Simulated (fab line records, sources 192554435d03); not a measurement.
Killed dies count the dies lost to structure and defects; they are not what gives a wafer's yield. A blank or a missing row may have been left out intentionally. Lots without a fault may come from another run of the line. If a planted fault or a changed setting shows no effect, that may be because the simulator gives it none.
What tool caused it?    flow n5_finfet    12 lots, 36 wafers sampled, at 1 step of a route of 1938

== WHAT THE GAUGES SHOWED, per wafer ==
N5_BEOL_M2_OCD_MEAS_38.
lot   measured      on      trench_depth_nm (nm)
L075  day 7 08:35   ocd-02  57.2 55.3 54.6
L077  day 7 15:13   ocd-02  55.5 53.8 54.0
L079  day 8 07:25   ocd-01  56.5 56.2 55.7
L080  day 9 02:02   ocd-02  54.1 55.7 55.3
L084  day 9 05:42   ocd-02  54.3 54.2 53.5
L085  day 9 11:09   ocd-01  56.2 55.7 52.6
L089  day 10 23:22  ocd-01  53.4 55.5 53.2
L090  day 10 23:46  ocd-02  56.2 53.7 55.6
L091  day 11 07:26  ocd-02  56.6 56.0 55.7
L093  day 11 18:19  ocd-02  56.5 55.6 55.8
L095  day 12 08:08  ocd-02  55.1 56.5 56.1
L096  day 12 22:09  ocd-01  55.0 54.4 55.2

== WHICH TOOL RAN EACH LOT (tool, then ch and the chambers of the sampled wafers, then the start) ==
There is no process step in the record ahead of these readings.

== THE ANSWER, worked out from the rows above alone ==
Rule: the lots themselves supply what counts as usual. The widest of any qualifying gaps counts: lots, ordered by their means at a reading, are off when they make up no more than a third of the lots, leave a main group of 4 or more, and stand apart from it by 3 or more times the standard deviation of that group's means. If all means in a main group match to the digits the tables above print for the reading, that group is not used. A lot without any number at a reading at which 4 lots or more have one is off too. Where the step has rows for the other lots, those lots are counted as sound.
None of the lots is off at any reading shown; this tells nothing.

== WHAT THE SIMULATOR HAD INSERTED ==
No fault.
